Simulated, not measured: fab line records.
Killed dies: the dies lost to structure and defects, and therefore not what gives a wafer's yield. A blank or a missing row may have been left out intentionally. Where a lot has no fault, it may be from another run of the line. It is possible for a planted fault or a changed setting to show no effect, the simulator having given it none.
fab line records | flow n5-finfet
record: lots: 6 | wafers: 18 | last-day: 18
route steps=1938 shown BEOL_M5@1177 PASSIVATION@1936
lots untouched by any fault: they come from a run of this same line in which no faults occurred
start-h: hours from the record's first day to the start of the lot's first wafer shown | wait-h: hours since the lot's step before | " the same as in the row above | L1.1+2: a row that stands for several wafers | - either no value or no given start | * or withheld: withheld | < > ~ a bound
route shown NAME@n: names a module that has steps shown in the file, with the first one's number in the route | usual: average and standard deviation across the fault-free wafers | same: alike in all rows | chamber/n: place in a boat | sites: the reading at each site | _std_site: standard deviation of those values | _edge_site: the outer-site mean with the inner-site mean subtracted | radius-mm: how far each site lies from the wafer's centre | mask NAME#n: copy n | behind: the most recent tool/chamber to have shaped the wafer | hold: the reason the lot was held/the length of the hold in hours/how it ended | device: the transistor (n, p or np) that didn't switch | end of line: the route-end tests of the same wafers | a step with no rows: only its recipe | killed: dies that structure and defects cost at the first sort, which is not the same as the wafer's yield | map: a wafer's dies, marking killed ones x, the rest . and places with no die _
set.NAME: the setting the step ran with; set.NAME@STEP: the setting that earlier step ran with | model.NAME: the simulator's own value behind a step, which no gauge read
certain route steps with their lots: each step a table, each wafer a row
services: when a tool's chamber went out of use (start-h, in hours from the record's first day, below 0 if earlier), for how many hours, and the reason
== steps ==
step: N5_BEOL_M5_SPUTTER_81
recipe: material: Cu | target-thk-a: 150 | temp-c: -20 | chamber-pressure-pa: 0.07 | power-w: withheld | time-s: 27.62
usual: throttle-valve-pct: 30.2/1.1
lot.wafer | tool           | chamber | start-h | wait-h | throttle-valve-pct
L551.2    | pvd-sputter-03 | -       | 188.39  | 0.5    | 32.0
L551.4    | "              | -       | "       | "      | 30.3
L551.6    | "              | -       | "       | "      | 29.5
L554.1    | pvd-sputter-03 | -       | 209.71  | 0.5    | 30.2
L554.3    | "              | -       | "       | "      | 29.0
L554.4    | "              | -       | "       | "      | 29.3
L567.4    | pvd-sputter-03 | -       | 293.03  | 0.5    | 29.1
L567.5    | "              | -       | "       | "      | 29.2
L567.6    | "              | -       | "       | "      | 29.0
L569.1    | pvd-sputter-01 | -       | 312.85  | 0.5    | 31.9
L569.3    | "              | -       | "       | "      | 30.5
L569.6    | "              | -       | "       | "      | 30.8
L568.2    | pvd-sputter-02 | -       | 325.24  | 0.5    | 28.7
L568.3    | "              | -       | "       | "      | 29.3
L568.6    | "              | -       | "       | "      | 29.0
L571.1    | pvd-sputter-03 | -       | 332.46  | 0.5    | 29.5
L571.4    | "              | -       | "       | "      | 29.3
L571.5    | "              | -       | "       | "      | 29.3
step: N5_BEOL_M5_ANNEAL_82
recipe: temp-c: 400 | time-s: 1800 | ambient: vacuum
step: N5_BEOL_M5_SPUTTER_83
recipe: material: Cu | target-thk-a: 150 | temp-c: -20 | chamber-pressure-pa: 0.07 | power-w: withheld | time-s: 27.62
usual: throttle-valve-pct: 30.2/1
lot.wafer | tool           | chamber | start-h | wait-h | throttle-valve-pct
L551.2    | pvd-sputter-03 | -       | 189.47  | 0.5    | 31.7
L551.4    | "              | -       | "       | "      | 30.3
L551.6    | "              | -       | "       | "      | 29.2
L554.1    | pvd-sputter-03 | -       | 210.80  | 0.5    | 30.1
L554.3    | "              | -       | "       | "      | 29.3
L554.4    | "              | -       | "       | "      | 29.4
L567.4    | pvd-sputter-03 | -       | 294.12  | 0.5    | 29.5
L567.5    | "              | -       | "       | "      | 29.3
L567.6    | "              | -       | "       | "      | 29.2
L569.1    | pvd-sputter-01 | -       | 313.94  | 0.5    | 31.6
L569.3    | "              | -       | "       | "      | 30.6
L569.6    | "              | -       | "       | "      | 30.6
L568.2    | pvd-sputter-02 | -       | 326.33  | 0.5    | 28.7
L568.3    | "              | -       | "       | "      | 29.4
L568.6    | "              | -       | "       | "      | 28.8
L571.1    | pvd-sputter-03 | -       | 333.55  | 0.5    | 29.3
L571.4    | "              | -       | "       | "      | 29.4
L571.5    | "              | -       | "       | "      | 29.5
step: N5_BEOL_M5_ANNEAL_84
recipe: temp-c: 400 | time-s: 1800 | ambient: vacuum
step: N5_BEOL_M5_SPUTTER_88
recipe: material: Cu | target-thk-a: 150 | temp-c: -20 | chamber-pressure-pa: 0.07 | power-w: withheld | time-s: 27.62
step: N5_BEOL_M5_ANNEAL_89
recipe: temp-c: 400 | time-s: 1800 | ambient: vacuum
step: N5_BEOL_M5_SPUTTER_90
recipe: material: Cu | target-thk-a: 45 | temp-c: -20 | chamber-pressure-pa: 0.07 | power-w: withheld | time-s: 8.29
usual: throttle-valve-pct: 30.2/1.1
lot.wafer | tool           | chamber | start-h | wait-h | throttle-valve-pct
L551.2    | pvd-sputter-03 | -       | 191.65  | 0.5    | 31.9
L551.4    | "              | -       | "       | "      | 30.2
L551.6    | "              | -       | "       | "      | 29.3
L554.1    | pvd-sputter-03 | -       | 212.97  | 0.5    | 30.3
L554.3    | "              | -       | "       | "      | 29.4
L554.4    | "              | -       | "       | "      | 29.4
L567.4    | pvd-sputter-03 | -       | 296.29  | 0.5    | 29.6
L567.5    | "              | -       | "       | "      | 29.5
L567.6    | "              | -       | "       | "      | 29.3
L569.1    | pvd-sputter-01 | -       | 316.11  | 0.5    | 31.8
L569.3    | "              | -       | "       | "      | 30.7
L569.6    | "              | -       | "       | "      | 30.8
L568.2    | pvd-sputter-02 | -       | 328.50  | 0.5    | 28.6
L568.3    | "              | -       | "       | "      | 29.3
L568.6    | "              | -       | "       | "      | 28.8
L571.1    | pvd-sputter-03 | -       | 335.72  | 0.5    | 29.4
L571.4    | "              | -       | "       | "      | 29.2
L571.5    | "              | -       | "       | "      | 29.3
step: N5_BEOL_M5_ECD_50
recipe: material: Cu | target-thk-a: 3000
step: N5_BEOL_M5_ANNEAL_51
recipe: temp-c: 225 | time-s: 90 | ambient: N2
usual: wafer_temp_C_max: 226.1/0.68
lot.wafer | tool          | chamber | start-h | wait-h | wafer_temp_C_max
L551.2    | rtp-anneal-02 | 0       | 191.89  | 0.1    | 225.6
L551.4    | "             | 0       | "       | "      | 225.6
L551.6    | "             | 0       | "       | "      | 225.5
L554.1    | rtp-anneal-02 | 0       | 213.22  | 0.1    | 225.5
L554.3    | "             | 0       | "       | "      | 225.7
L554.4    | "             | 0       | "       | "      | 225.7
L567.4    | rtp-anneal-01 | 0       | 297.20  | 0.7    | 226.9
L567.5    | "             | 0       | "       | "      | 227.0
L567.6    | "             | 0       | "       | "      | 226.8
L569.1    | rtp-anneal-01 | 0       | 316.31  | 0.1    | 226.5
L569.3    | "             | 0       | "       | "      | 227.4
L569.6    | "             | 0       | "       | "      | 226.6
L568.2    | rtp-anneal-01 | 0       | 328.75  | 0.1    | 226.4
L568.3    | "             | 0       | "       | "      | 226.9
L568.6    | "             | 0       | "       | "      | 226.6
L571.1    | rtp-anneal-02 | 0       | 335.92  | 0.1    | 225.5
L571.4    | "             | 0       | "       | "      | 225.7
L571.5    | "             | 0       | "       | "      | 225.1
step: N5_BEOL_M5_CMP_52
recipe: stop-on: SiCOH_lowk | t-overpolish-s: 6.9 | down-force-psi: 1 | platen-rpm: 50 | clearing-platen-down-force-psi: 1.5 | clearing-platen-rpm: 50 | post-cmp-clean: cu-alkaline | target-thk-nm: 62 | clearing-platen-pad-velocity-m-s: 0.99484 | pad-velocity-m-s: 0.99484
step: N5_BEOL_M5_THK_MEAS_53
recipe: thk-meas-gauge: xrf | reads: Cu_of_BEOL_M5_ECD_50
usual: M5_THK: 61.6/1.9
lot.wafer | tool          | chamber | start-h | wait-h | M5_THK[nm]
L551.2    | film-metro-01 | -       | 192.45  | -      | 61.5
L551.4    | "             | -       | "       | "      | 59.4
L551.6    | "             | -       | "       | "      | 63.2
L554.1    | film-metro-02 | -       | 214.85  | -      | 60.3
L554.3    | "             | -       | "       | "      | 62.5
L554.4    | "             | -       | "       | "      | 58.5
L567.4    | film-metro-01 | -       | 297.66  | -      | 62.7
L567.5    | "             | -       | "       | "      | 64.6
L567.6    | "             | -       | "       | "      | 59.5
L569.1    | film-metro-02 | -       | 316.90  | -      | 59.4
L569.3    | "             | -       | "       | "      | 61.3
L569.6    | "             | -       | "       | "      | 60.5
L568.2    | film-metro-02 | -       | 329.30  | -      | 61.8
L568.3    | "             | -       | "       | "      | 65.3
L568.6    | "             | -       | "       | "      | 61.5
L571.1    | film-metro-01 | -       | 336.79  | -      | 61.2
L571.4    | "             | -       | "       | "      | 64.5
L571.5    | "             | -       | "       | "      | 58.4
step: N5_BEOL_M5_PRE_CLEAN_77
recipe: gas: NH3/H2 | time-s: 15 | temp-c: * | rf-power-w: 300
usual: heater-power-w: 84/14
lot.wafer | tool      | chamber | start-h | wait-h | heater-power-w
L551.2    | cvd-co-01 | 0       | 192.49  | 0.0    | 69
L551.4    | "         | 2       | "       | "      | 78
L551.6    | "         | 1       | "       | "      | 110
L554.1    | cvd-co-02 | 0       | 215.12  | 0.3    | 91
L554.3    | "         | 1       | "       | "      | 73
L554.4    | "         | 0       | "       | "      | 88
L567.4    | cvd-co-02 | 2       | 297.71  | 0.1    | 88
L567.5    | "         | 1       | "       | "      | 73
L567.6    | "         | 0       | "       | "      | 89
L569.1    | cvd-co-01 | 1       | 316.94  | 0.0    | 112
L569.3    | "         | 0       | "       | "      | 68
L569.6    | "         | 1       | "       | "      | 108
L568.2    | cvd-co-02 | 0       | 329.33  | 0.0    | 88
L568.3    | "         | 2       | "       | "      | 88
L568.6    | "         | 2       | "       | "      | 90
L571.1    | cvd-co-01 | 2       | 336.82  | 0.0    | 77
L571.4    | "         | 0       | "       | "      | 71
L571.5    | "         | 2       | "       | "      | 77
step: N5_BEOL_M5_CO_CAP_78
recipe: material: Co | target-thk-a: 20 | temp-c: 200 | precursor: CCTBA/H2 | pressure-torr: 30 | time-s: 102.1
usual: heater-power-w: 234/18 | run-length-s: 124.7/0.65
lot.wafer | tool      | chamber | start-h | wait-h | heater-power-w | run-length-s | model.Co_of_BEOL_M5_CO_CAP_78.thk-nm
L551.2    | cvd-co-01 | 0       | 192.53  | 0.0    | 215            | 125.1        | 2
L551.4    | "         | 2       | "       | "      | 220            | 124.4        | 2
L551.6    | "         | 1       | "       | "      | 261            | 125.6        | 1.8
L554.1    | cvd-co-02 | 0       | 215.16  | 0.0    | 241            | 124.2        | 2.2
L554.3    | "         | 1       | "       | "      | 219            | 124.4        | 2.2
L554.4    | "         | 0       | "       | "      | 241            | 124.5        | 2.2
L567.4    | cvd-co-02 | 2       | 297.77  | 0.0    | 239            | 66.2         | 0.8
L567.5    | "         | 1       | "       | "      | 227            | 124.3        | 2
L567.6    | "         | 0       | "       | "      | 241            | 124.4        | 2
L569.1    | cvd-co-01 | 1       | 316.98  | 0.0    | 267            | 125.6        | 2
L569.3    | "         | 0       | "       | "      | 212            | 125.1        | 1.8
L569.6    | "         | 1       | "       | "      | 273            | 125.2        | 2
L568.2    | cvd-co-02 | 0       | 329.37  | 0.0    | 251            | 124.4        | 2
L568.3    | "         | 2       | "       | "      | 238            | 66.3         | 0.8
L568.6    | "         | 2       | "       | "      | 240            | 65.6         | 0.8
L571.1    | cvd-co-01 | 2       | 336.88  | 0.0    | 223            | 123.9        | 2
L571.4    | "         | 0       | "       | "      | 215            | 124.8        | 2
L571.5    | "         | 2       | "       | "      | 227            | 124.0        | 2.2
step: N5_BEOL_M5_PRE_CLEAN_55
recipe: gas: NH3 | time-s: 15 | temp-c: withheld | rf-power-w: 300
step: N5_PASSIVATION_PROBE_49
usual: defect-limited-yield: 91.4/1.3 | killed_at_M0_to_M3: 34/10 | killed_at_M4_up: 14/5.6 | killed-at-contacts: 13/5.9 | killed-at-front-end: 37/9.9 | killed-at-other: 3.5/2.8 | killed-dies: 101/15 | killed-on-rim: 13/3.9 | killed-open: 67/12 | killed-short: 32/6.6 | sort_bin_5_function: 5.0/0.81 | sort_bin_6_memory: 3.2/0.66 | sort-n-pass: 1079/15 | sort-yield-pct: 91.4/1.3
same: gross-dies: 1180 | killed-at-back-side: 0 | sort_bin_4_leakage[%]: 0 | sort_bin_8_speed[%]: 0
lot.wafer | tool      | chamber | start-h | wait-h | defect-limited-yield[%] | killed_at_M0_to_M3 | killed_at_M4_up | killed-at-contacts | killed-at-front-end | killed-at-other | killed-dies | killed-on-rim | killed-open | killed-short | sort_bin_5_function[%] | sort_bin_6_memory[%] | sort-n-pass | sort-yield-pct[%]
L551.2    | prober-01 | -       | 287.95  | 0.1    | 90.4                    | 24                 | 18              | 17                 | 50                  | 4               | 113         | 17            | 75          | 36           | 5.8                    | 3.2                  | 1067        | 90.4
L551.4    | prober-01 | -       | 288.05  | 0.2    | 90.5                    | 32                 | 15              | 12                 | 50                  | 3               | 112         | 19            | 70          | 42           | 4.9                    | 4.3                  | 1068        | 90.5
L551.6    | prober-01 | -       | 288.15  | 0.3    | 91.9                    | 29                 | 16              | 9                  | 33                  | 8               | 95          | 16            | 58          | 37           | 5.3                    | 2.4                  | 1085        | 91.9
killed by level:class
L551.2 STI_FIN_REVEAL:geometric-particle:open=19 MOL_CONTACT_COAG:geometric-particle:open=13 BEOL_M4:geometric-particle:open=10 BEOL_M0_SAQP:geometric-particle:short=9 GATE_CUT:geometric-particle:short=6 FIN_SAQP:geometric-particle:open=5 BEOL_M2:geometric-particle:open=5 STI_FIN_REVEAL:geometric-particle:short=4
L551.4 FIN_SAQP:geometric-particle:short=13 STI_FIN_REVEAL:geometric-particle:open=12 MOL_CONTACT_COAG:geometric-particle:open=10 BEOL_M0_SAQP:geometric-particle:open=10 BEOL_M4:geometric-particle:open=9 FIN_SAQP:geometric-particle:open=7 BEOL_M0_SAQP:geometric-particle:short=7 BEOL_M0:geometric-particle:short=5
L551.6 BEOL_M0_SAQP:geometric-particle:short=13 FIN_SAQP:geometric-particle:short=9 BEOL_M0_SAQP:geometric-particle:open=9 STI_FIN_REVEAL:geometric-particle:open=8 MOL_CONTACT_COAG:geometric-particle:open=7 BEOL_M6:geometric-particle:open=4 STI_FIN_REVEAL:geometric-particle:short=3 BEOL_M4:geometric-particle:open=3
== services ==
tool           | chamber | start-h | hours | kind
cvd-co-02      | 2       | 170.31  | 5.1   | repair
cvd-co-02      | 2       | 189.78  | 8.0   | repair
pvd-sputter-02 | -       | 207.32  | 1.6   | repair
cvd-co-01      | -       | 208.98  | 14.6  | pm
rtp-anneal-02  | -       | 287.30  | 3.2   | pm
cvd-co-01      | -       | 319.27  | 6.9   | pm
cvd-co-01      | 1       | 333.33  | -     | clean
cvd-co-01      | 1       | 333.33  | 22.0  | scheduled-down
cvd-co-01      | 1       | 333.33  | 22.0  | vent-cycle
== key ==
first-sign: step: N5_BEOL_M5_CO_CAP_78 | reading: run-length-s | direction: down | sigmas: 91 | usual: * | struck: *
effect none on later readings
model-effect: step: N5_BEOL_M5_CO_CAP_78 | value: Co_of_BEOL_M5_CO_CAP_78.thk-nm | without: 2 | struck: 0.8
met-at N5_BEOL_M5_CO_CAP_78
struck-wafers L567.4,L568.3,L568.6
fault: kind: process-parameter-drift | tool: cvd-co-02 | chamber: 2 | onset-h: 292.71 | steps: N5_BEOL_M5_CO_CAP_78 | channel: time-s | offset: * | shape: step | end-h: 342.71 | acts-in: * | stated: *
